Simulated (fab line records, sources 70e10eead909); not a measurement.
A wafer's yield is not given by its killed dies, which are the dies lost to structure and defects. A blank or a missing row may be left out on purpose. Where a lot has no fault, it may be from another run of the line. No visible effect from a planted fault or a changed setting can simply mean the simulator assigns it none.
A struck lot beside a sound one :: flow nand harc :: 39 out of 1159 route steps
Sound: wafers L921.2, L921.4, L921.5. Wafers struck: L929.3, L929.4, L929.5. The cause comes at the end.
Per side, at each step with rows, come the tool, then ch with its chambers, and then its first start. Under that, the readings that differ: sound wafers :: struck wafers :: difference of the means :: sigmas: that difference in standard deviations of wafers without a fault.
alike: readings whose means differ by less than 2 such deviations, and words and numbers that are the same on both sides. not compared: withheld readings, readings that some wafer has no value for, bounds like >300 that may hide the same value, and numbers for which the record gives no deviation and whose values overlap.
Wherever a step has rows on one side only, a row that says differs or no value, or a row with sigmas, the two part there. Numbers that have no deviation but don't overlap get no sigmas and don't part them. Lack of a reading on every wafer of one side parts them only where that side has two or more wafers.

first, 8 steps without rows for these wafers: NHARC_A_CHANNEL_FILL_D1_CVD_18 (deposits poly-Si, target thk 3 nm); NHARC_A_CHANNEL_FILL_D1_ETCHBACK_19 (etches the open film in HBr/Cl2, target depth 5 nm, time 1.7 s); NHARC_A_CHANNEL_FILL_D1_ETCHBACK_20 (etches the open film in C4F8/O2/Ar, target depth 27 nm, time 13.5 s); NHARC_A_CHANNEL_FILL_D1_STRIP_28 (strips in O2, time 20 s); NHARC_A_CHANNEL_FILL_D1_PRECLEAN_21 (cleans in dHF, time 30 s); NHARC_A_CHANNEL_FILL_D1_SRD_23; NHARC_A_CHANNEL_FILL_D1_CVD_05 (deposits poly-Si, target thk 5 nm); NHARC_A_CHANNEL_FILL_D1_ANNEAL_22 (time 7200 s).
NHARC_A_CHANNEL_FILL_D1_THK_MEAS_06: measures by ellipsometry.
  struck on film metro-01, day 12 09:52; sound on film metro-02, day 10 23:28
reading: thk nm (nm)
sound: 2.5 3.8 4.9
struck: 4.3 6.0 7.3
difference: +2.1
sigmas: +2
then, 3 steps without rows for these wafers: NHARC_A_CHANNEL_FILL_D1_ALD_25 (deposits SiOx, target thk 60 nm, pulse time 10 s, ald cycles 600); NHARC_A_CHANNEL_FILL_D1_ETCHBACK_08 (etches the open film in C4F8, target depth 220 nm, time 110 s); NHARC_A_CHANNEL_FILL_D1_STRIP_29 (strips in O2, time 20 s).
NHARC_A_CHANNEL_FILL_D1_PRECLEAN_30: cleans in dHF, time 30 s.
  sound on wet bench-03 ch 3,4,6, day 11 06:44; struck on wet bench-03 ch 1,5,7, day 12 21:19
then, 4 steps without rows for these wafers: NHARC_A_CHANNEL_FILL_D1_SRD_31; NHARC_A_CHANNEL_FILL_D1_CVD_09 (deposits poly-Si, target thk 150 nm, time 3000 s); NHARC_A_CHANNEL_FILL_D1_CMP_10 (polishes, target thk 150 nm); NHARC_A_CHANNEL_FILL_D1_SRD_12.
NHARC_A_CHANNEL_FILL_D1_RTA_24: time 5 s.
  sound on rtp anneal-02 ch 0, day 11 12:23; struck on rtp anneal-02 ch 0, day 13 03:15
  alike: lamp power pct, lamp_zone_5_pct, wafer_temp_C_max
NHARC_A_STAIRCASE_DEP_156: deposits SiNx, target thk 50 nm.
  sound on pecvd-04 ch 0,1,2, day 11 12:43; struck on pecvd-04 ch 0,2, day 13 03:31
  alike: heater power w
  not compared: since wet clean h
then, 9 steps without rows for these wafers: NHARC_A_STAIRCASE_DEHYDRATE_158 (time 120 s); NHARC_A_STAIRCASE_HMDS_159 (time 30 s); NHARC_A_STAIRCASE_COAT_160; NHARC_A_STAIRCASE_SOFTBAKE_161 (time 170 s); NHARC_A_STAIRCASE_EBR_162; NHARC_A_STAIRCASE_EXPOSE_163 (exposes mask STAIR OPEN); NHARC_A_STAIRCASE_PEB_164 (peb time 130 s); NHARC_A_STAIRCASE_DEVELOP_165 (time 140 s); NHARC_A_STAIRCASE_HARDBAKE_167 (time 140 s).
NHARC_A_STAIRCASE_DESCUM_168: chemistry O2, time 3 s.
  sound on rie diel-05 ch 1,2,3, day 11 13:40; struck on rie diel-13 ch 1,2, day 13 04:26
reading: mfc ar sccm (sccm)
sound: 0 0 0
struck: 0.008 0.009 0.008
difference: +0.008
sigmas: +3
  alike: drypump motor current A, oes product au, rf vpp V, showerhead plenum p Torr, throttle valve pct
  not compared: rf hours counter h
NHARC_A_STAIRCASE_ETCH_169: etches the open film in CH3F/O2, target depth 50 nm, time 107.1 s.
  sound on rie diel-05 ch 1,2, day 11 13:44; struck on rie diel-13 ch 0,1,2, day 13 04:32
  alike: drypump motor current A, mfc ar sccm, oes product au, rf vpp V, showerhead plenum p Torr, throttle valve pct
  not compared: rf hours counter h
NHARC_A_STAIRCASE_ETCH_170: etches the open film in C4F6/O2, target depth 200 nm, time 66.667 s.
  sound on rie diel-05 ch 0,1,2; struck on rie diel-13 ch 1,3
  alike: c4f6 flow sccm, drypump motor current A, mfc ar sccm, oes product au, rf vpp V, showerhead plenum p Torr, throttle valve pct
  not compared: rf hours counter h
then, 7 steps without rows for these wafers: NHARC_A_STAIRCASE_STRIP_171 (strips in O2); NHARC_A_STAIRCASE_STRIP_172 (strips in SPM, time 900 s); NHARC_A_STAIRCASE_PRECLEAN_173 (cleans in SC1); NHARC_A_STAIRCASE_SRD_174; NHARC_A_STAIRCASE_DEHYDRATE_01 (time 120 s); NHARC_A_STAIRCASE_HMDS_02 (time 30 s); NHARC_A_STAIRCASE_COAT_03.
-- the record jumps here: 9 days lie between the struck wafers' starts before and after (it left off in module A_STAIRCASE and takes up again in module END, whose first step shown is number 1159 of the route) --
NHARC_END_SORT_01:
  at this point the record logs the struck wafers (prober-01 ch 0, day 22 02:55) and has no rows for the sound ones

## WHERE THEY PART
Last at NHARC_END_SORT_01 as far as this record goes, first at NHARC_A_CHANNEL_FILL_D1_THK_MEAS_06.

WHY: what had been put in by the simulator
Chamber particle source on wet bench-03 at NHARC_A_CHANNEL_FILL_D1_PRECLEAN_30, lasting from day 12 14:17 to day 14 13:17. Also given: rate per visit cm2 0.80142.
